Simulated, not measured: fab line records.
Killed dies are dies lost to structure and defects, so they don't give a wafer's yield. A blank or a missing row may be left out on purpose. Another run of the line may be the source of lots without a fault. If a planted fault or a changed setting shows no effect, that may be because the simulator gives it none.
What tool caused it? ; flow n5-finfet ; 11 lots, 33 wafers sampled, at 5 steps of a route of 1938

WHAT THE GAUGES SHOWED, per wafer
N5_BEOL_M10_THK_MEAS_53: measures by xrf. Usual: M10_THK 143.3 nm, standard deviation 2.6.
lot;measured;on;M10_THK (nm);flag
L824;day 10 17:15;film-metro-02;143.6 141.9 142.7;
L825;day 10 18:44;film-metro-02;145.9 148.5 145.0;
L823;day 10 20:51;film-metro-02;140.0 145.2 142.1;
L826;day 11 01:22;film-metro-02;142.3 142.9 148.2;
L827;day 11 01:52;film-metro-01;148.7 144.6 143.3;
L829;day 12 01:10;film-metro-02;142.2 140.6 141.7;
L832;day 12 18:23;film-metro-01;143.5 141.3 143.7;
L833;day 13 01:52;film-metro-02;140.7 142.8 143.1;
L841;day 15 02:12;film-metro-01;144.0 140.4 140.3;
L843;day 16 01:08;film-metro-02;147.2 143.8 144.0;
L845;day 16 01:39;film-metro-01;141.9 145.4 142.3;

N5_BEOL_M10_RS_MEAS_57: a four-point-probe measurement. Usual: M10_RS 0.1506 ohm/sq, standard deviation 0.0027.
lot;measured;on;M10_RS (ohm/sq);flag
L824;day 10 17:25;film-metro-02;0.1496 0.1522 0.1501;
L825;day 10 18:52;film-metro-01;0.1499 0.1477 0.1515;
L823;day 10 20:59;film-metro-01;0.1544 0.1479 0.1518;
L826;day 11 01:29;film-metro-02;0.1485 0.1487 0.1437;
L827;day 11 01:59;film-metro-01;0.1446 0.1491 0.1503;
L829;day 12 01:20;film-metro-01;0.1530 0.1561 0.1540;
L832;day 12 18:31;film-metro-02;0.1511 0.1539 0.1520;
L833;day 13 02:00;film-metro-01;0.1527 0.1518 0.1499;
L841;day 15 02:20;film-metro-01;0.1478 0.1512 0.1527;
L843;day 16 01:17;film-metro-02;0.1465 0.1509 0.1507;
L845;day 16 01:47;film-metro-01;0.1532 0.1498 0.1526;

N5_BEOL_M11_OVL_MEAS_12. Usual: M11_OVL 0.2 nm, standard deviation 0.83.
lot;measured;on;M11_OVL (nm);flag
L824;day 10 20:19;overlay-01;1.3 0.6 1.4;
L825;day 10 20:44;overlay-01;0.5 0.0 -0.2;
L823;day 10 23:45;overlay-01;-1.1 0.5 0.6;
L826;day 11 03:56;overlay-01;0.4 0.2 0.3;
L827;day 11 04:06;overlay-02;1.3 -0.3 0.5;
L829;day 12 03:37;overlay-02;1.8 0.5 0.9;
L832;day 12 20:26;overlay-01;0.1 1.2 0.2;
L833;day 13 03:59;overlay-02;0.5 -0.7 0.3;
L841;day 15 05:55;overlay-02;12.2 11.6 12.0;OFF
L843;day 16 05:29;overlay-02;12.5 12.5 11.5;OFF
L845;day 16 05:49;overlay-01;-1.1 -0.4 -1.0;

TOOL THAT RAN EACH LOT (tool first, then ch and the chambers of the sampled wafers, then the start)
lot;N5_BEOL_M10_SPUTTER_48;N5_BEOL_M11_EXPOSE_08
L824;pvd-sputter-02, day 10 16:26;arfi-scanner-01 ch 0, day 10 20:09
L825;pvd-sputter-01, day 10 17:52;arfi-scanner-01 ch 0, day 10 20:35
L823;pvd-sputter-01, day 10 20:02;arfi-scanner-03 ch 0, day 10 23:35
L826;pvd-sputter-01, day 11 00:31;arfi-scanner-03 ch 0, day 11 03:47
L827;pvd-sputter-01, day 11 01:01;arfi-scanner-02 ch 0, day 11 03:56
L829;pvd-sputter-01, day 12 00:16;arfi-scanner-01 ch 0, day 12 03:27
L832;pvd-sputter-01, day 12 17:15;arfi-scanner-01 ch 0, day 12 20:16
L833;pvd-sputter-01, day 13 01:02;arfi-scanner-01 ch 0, day 13 03:50
L841;pvd-sputter-01, day 15 01:23;arfi-scanner-01 ch 0, day 15 05:46
L843;pvd-sputter-01, day 16 00:19;arfi-scanner-01 ch 0, day 16 05:20
L845;pvd-sputter-02, day 16 00:49;arfi-scanner-03 ch 0, day 16 05:40
- N5_BEOL_M10_SPUTTER_48: material Cu, target thk 12 nm, time 2 s.
- N5_BEOL_M11_EXPOSE_08: exposes mask M11.

AS READ BY THE TOOLS THEMSELVES (means over the sampled wafers that have a number; for cases with no such wafer, the mark the record gives instead)
N5_BEOL_M10_SPUTTER_48. Usual: bias-v 60.0 V, standard deviation 0.58; substrate-temp-c -20.00 C, standard deviation 0.11; throttle-valve-pct 30.1 %, standard deviation 0.83.
lot;tool;bias-v (V);substrate-temp-c (C);throttle-valve-pct (%);flag
L824;pvd-sputter-02;59.8;-19.95;30.4;
L825;pvd-sputter-01;60.2;-20.06;30.0;
L823;pvd-sputter-01;60.3;-19.95;30.0;
L826;pvd-sputter-01;60.3;-19.91;30.4;
L827;pvd-sputter-01;59.8;-20.02;30.5;
L829;pvd-sputter-01;60.6;-20.06;30.2;
L832;pvd-sputter-01;59.8;-19.95;30.3;
L833;pvd-sputter-01;59.7;-20.06;29.9;
L841;pvd-sputter-01;59.7;-19.98;30.0;
L843;pvd-sputter-01;60.2;-19.99;29.9;
L845;pvd-sputter-02;60.5;-19.96;29.4;

N5_BEOL_M11_EXPOSE_08. Usual: stage-vel-mm-s 499.96 mm/s, standard deviation 0.27.
lot;tool;stage-vel-mm-s (mm/s);flag
L824;arfi-scanner-01;500.13;
L825;arfi-scanner-01;499.76;
L823;arfi-scanner-03;499.99;
L826;arfi-scanner-03;499.82;
L827;arfi-scanner-02;500.22;
L829;arfi-scanner-01;499.71;
L832;arfi-scanner-01;500.00;
L833;arfi-scanner-01;500.08;
L841;arfi-scanner-01;499.70;
L843;arfi-scanner-01;500.04;
L845;arfi-scanner-03;500.17;

THE ANSWER, worked out from the rows above alone
Rule: lot off if the mean of its wafers having a number is beyond 3 standard deviations from the usual mean. A lot without any number at a reading at which 4 lots or more have one is off too. The other lots that the step has rows for count as sound. First the gauges in route order, then the tools' own readings, where a lot's mean is used as printed above. The first step at which some lot is off is used, and at that step the reading that is off furthest; a lot without a number counts as furthest.
Off: at N5_BEOL_M11_OVL_MEAS_12 (M11_OVL), L841, L843.
If a tool, at a process step before that reading, ran all the lots that are off and no sound lot after the first of them, it fits. Gauges at N5_BEOL_M11_OVL_MEAS_12: tried the same way as those tools. Can't be told from this: 3 tools fit, pvd-sputter-01 at N5_BEOL_M10_SPUTTER_48, arfi-scanner-01 at N5_BEOL_M11_EXPOSE_08, overlay-02 at N5_BEOL_M11_OVL_MEAS_12.

WHAT HAD BEEN PUT IN BY THE SIMULATOR
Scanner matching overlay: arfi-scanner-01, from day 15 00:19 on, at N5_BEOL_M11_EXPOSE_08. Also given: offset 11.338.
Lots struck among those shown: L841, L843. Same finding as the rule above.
